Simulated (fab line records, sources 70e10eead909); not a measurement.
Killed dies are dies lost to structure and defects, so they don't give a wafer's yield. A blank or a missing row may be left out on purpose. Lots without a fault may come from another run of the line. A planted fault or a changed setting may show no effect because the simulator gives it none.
A struck lot beside a sound one | flow nand_harc | 14 steps out of a route of 1302
Sound: wafers L908.2, L908.4, L908.6. Struck: wafer L903.4. (L903.1, L903.2 of the same lot were not struck and are left out.) The cause comes at the end.
At each step with rows: each side's tool, then ch and its chambers, then its first start. Under that, the readings that differ: sound wafers | struck wafers | difference of the means | sigmas: that difference in standard deviations of wafers without a fault.
alike: readings whose means differ by less than 2 such deviations, and words and numbers that are the same on both sides. not compared: withheld readings, readings that some wafer has no value for, bounds like >300 that may hide the same value, and numbers for which the record gives no deviation and whose values overlap.
The two part at a step that has a row with sigmas, a row that says differs or no value, or rows on one side only. Numbers that don't overlap but have no deviation are shown without sigmas and don't part them. A reading that every wafer of one side lacks parts them only if that side has two wafers or more.

first, 7 steps without rows for these wafers: NHARC_A_CONTACT_COAT_35 (time 65 s); NHARC_A_CONTACT_COAT_36 (resist thk 90 nm); NHARC_A_CONTACT_SOFTBAKE_37 (time 55 s); NHARC_A_CONTACT_EBR_38; NHARC_A_CONTACT_EXPOSE_39 (exposes mask A CC 3); NHARC_A_CONTACT_PEB_40 (peb time 65 s); NHARC_A_CONTACT_DEVELOP_41 (develop time 35 s).
NHARC_A_CONTACT_CD_MEAS_42: target cd 300 nm.
  sound on cd_sem-02 ch 0, day 27 21:22; struck on cd_sem-01 ch 0, day 24 22:40
  alike: cd_nm
NHARC_A_CONTACT_OVL_MEAS_43:
  sound on overlay-02, day 27 21:27; struck on overlay-02, day 24 22:45
  alike: overlay_x_nm, overlay_y_nm
NHARC_A_CONTACT_INSPECT_44:
  sound on defect_inspect-01, day 27 21:29; struck on defect_inspect-02, day 24 22:47
  alike: raw_defect_count
NHARC_A_CONTACT_DESCUM_47: chemistry O2, time 3 s.
  sound on rie_diel-05 ch 0,3, day 27 21:33; struck on rie_diel-04 ch 1, day 24 22:51
  alike: drypump_motor_current_A, oes_product_au, rf_vpp_V, showerhead_plenum_p_Torr, throttle_valve_pct
  not compared: rf_hours_counter_h
NHARC_A_CONTACT_ETCH_48: etches the open film in CF4, target depth 39 nm, time 65 s.
  sound on rie_diel-05 ch 1,3, day 27 21:38; struck on rie_diel-04 ch 3, day 24 22:56
  alike: drypump_motor_current_A, oes_product_au, rf_vpp_V, run_length_s, showerhead_plenum_p_Torr, throttle_valve_pct
  not compared: rf_hours_counter_h
NHARC_A_CONTACT_ETCH_49: etches the open film in N2/H2, target depth 260 nm, time 475.3 s.
  sound on rie_diel-05 ch 1,2,3, day 27 21:44; struck on rie_diel-04 ch 0, day 24 23:01
  reading          | sound             | struck | difference | sigmas
  run_length_s (s) | 496.5 496.0 496.0 | 393.8  | -102.4     | -99 or more
  alike: drypump_motor_current_A, oes_product_au, rf_vpp_V, showerhead_plenum_p_Torr, throttle_valve_pct
  not compared: rf_hours_counter_h
NHARC_A_CONTACT_ETCH_50: etches the open film in CF4/CHF3, target depth 121 nm, time 60.5 s.
  sound on rie_diel-05 ch 0,1; struck on rie_diel-04 ch 2
  reading                         | sound             | struck | difference | sigmas
  rf_vpp_V (V)                    | 366.7 367.3 368.1 | 373.9  | +6.5       | +2
  showerhead_plenum_p_Torr (Torr) | 1.47 1.48 1.48    | 1.66   | +0.18      | +2
  alike: drypump_motor_current_A, oes_product_au, run_length_s, throttle_valve_pct
  not compared: rf_hours_counter_h

WHERE THEY PART
First at NHARC_A_CONTACT_ETCH_49; last, within this record, at NHARC_A_CONTACT_ETCH_50.

WHY: what the simulator had put in
Process parameter drift: rie_diel-04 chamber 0, from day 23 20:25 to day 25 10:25, at NHARC_A_CONTACT_ETCH_49. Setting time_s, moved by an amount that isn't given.
